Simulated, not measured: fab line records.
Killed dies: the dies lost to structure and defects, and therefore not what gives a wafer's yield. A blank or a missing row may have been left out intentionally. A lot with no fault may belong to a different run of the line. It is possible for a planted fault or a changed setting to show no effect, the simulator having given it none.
Lot-split experiment | flow n5 finfet | on a route of 1938 steps: 7 lots, 21 wafers read

THE SPLIT
At N5_BEOL_M0_SAQP_COAT_08 (resist thk 90 nm), the setting spin rpm was moved away from the recipe's 1500 rpm on 3 of the 21 wafers read, by -5.3% to +5.8%. This setting was run at the recipe's value on the other wafers.

The reading is taken at the split's own step.

THE READING
CAR-ArF_of_BEOL_M0_SAQP_COAT_08.thk nm (the simulator's own value, which no gauge read), in nm, at N5_BEOL_M0_SAQP_COAT_08 (resist thk 90 nm). The file does not state a usual value for it. Across the 18 wafers here that went through the recipe, the average is 90.0 nm and the standard deviation 0.14 nm.

wafer  | tool, chamber at the split | spin rpm as run, rpm | against the recipe | CAR-ArF_of_BEOL_M0_SAQP_COAT_08.thk nm, nm | against lot-mates on the recipe
L079.2 | litho track-04, 0          | 1500                 | recipe             | 89.8                                       | -
L079.5 | litho track-04, 0          | 1500                 | recipe             | 90.2                                       | -
L079.6 | litho track-04, 0          | 1500                 | recipe             | 90                                         | -
L081.1 | litho track-02, 0          | 1500                 | recipe             | 90.2                                       | -
L081.5 | litho track-02, 0          | 1500                 | recipe             | 90.2                                       | -
L081.3 | litho track-02, 0          | 1421                 | -5.3%              | 92.6                                       | +2.4
L084.2 | litho track-04, 0          | 1500                 | recipe             | 90.2                                       | -
L084.5 | litho track-04, 0          | 1500                 | recipe             | 90.2                                       | -
L084.6 | litho track-04, 0          | 1500                 | recipe             | 90                                         | -
L083.1 | litho track-02, 0          | 1500                 | recipe             | 90                                         | -
L083.4 | litho track-02, 0          | 1500                 | recipe             | 90                                         | -
L083.3 | litho track-02, 0          | 1500                 | recipe             | 90.2                                       | -
L091.2 | litho track-04, 0          | 1500                 | recipe             | 90                                         | -
L091.4 | litho track-04, 0          | 1500                 | recipe             | 89.8                                       | -
L091.6 | litho track-04, 0          | 1552                 | +3.5%              | 88.2                                       | -1.7
L094.1 | litho track-04, 0          | 1500                 | recipe             | 89.8                                       | -
L094.2 | litho track-04, 0          | 1500                 | recipe             | 90                                         | -
L094.3 | litho track-04, 0          | 1500                 | recipe             | 90                                         | -
L095.1 | litho track-01, 0          | 1500                 | recipe             | 90                                         | -
L095.3 | litho track-01, 0          | 1500                 | recipe             | 90                                         | -
L095.2 | litho track-01, 0          | 1587                 | +5.8%              | 87.4                                       | -2.6

THE FIT
A straight line over all 21 wafers: CAR-ArF_of_BEOL_M0_SAQP_COAT_08.thk nm changes by -0.479 nm for each +1% of spin rpm; r = -0.99; the points scatter about the line by 0.14 nm.
The same after taking each lot's own level away (the mean of its wafers on the recipe; 21 wafers): -0.458 nm for each +1%; r = -0.99; scatter 0.1 nm.
According to that fit, moving spin rpm by its largest amount changes the reading by 2.7 nm.
From 89.90 to 90.20 nm: that is the span of the lots' own levels, equal to 2.2 times the standard deviation above.
The two slopes are in agreement: the lot-to-lot level therefore moves the slope only a little.
Check: for one of the wafers moved furthest among these (+5.8%), held out of the fit, the line's prediction against its lot-mates is -2.71 nm. Against them it came out at -2.6 nm.

OTHER SPLITS ON THESE WAFERS
Other splits were also applied to these wafers ahead of the reading. Each is held against what the fit with the lots' levels taken away leaves over:
other split on the same wafers           | wafers away from the commonest value | r with CAR-ArF_of_BEOL_M0_SAQP_COAT_08.thk nm (lot level and that fit taken away)
N5_FIN_SAQP_EXPOSE_13 dose mj            | 8                                    | -0.37
N5_DUMMY_GATE_PECVD_30 time s            | 8                                    | -0.11
N5_HKMG_FIN_HK_ALD_01 ald cycles         | 7                                    | -0.29
N5_HKMG_FIN_COAT_85 spin rpm             | 3                                    | +0.09
N5_MOL_CONTACT_COAG_CVD_140 target thk a | 5                                    | +0.21

THE FILE'S OWN FIT
CAR-ArF_of_BEOL_M0_SAQP_COAT_08.thk nm changes by -0.458 nm for each +1% of spin rpm, r = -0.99.
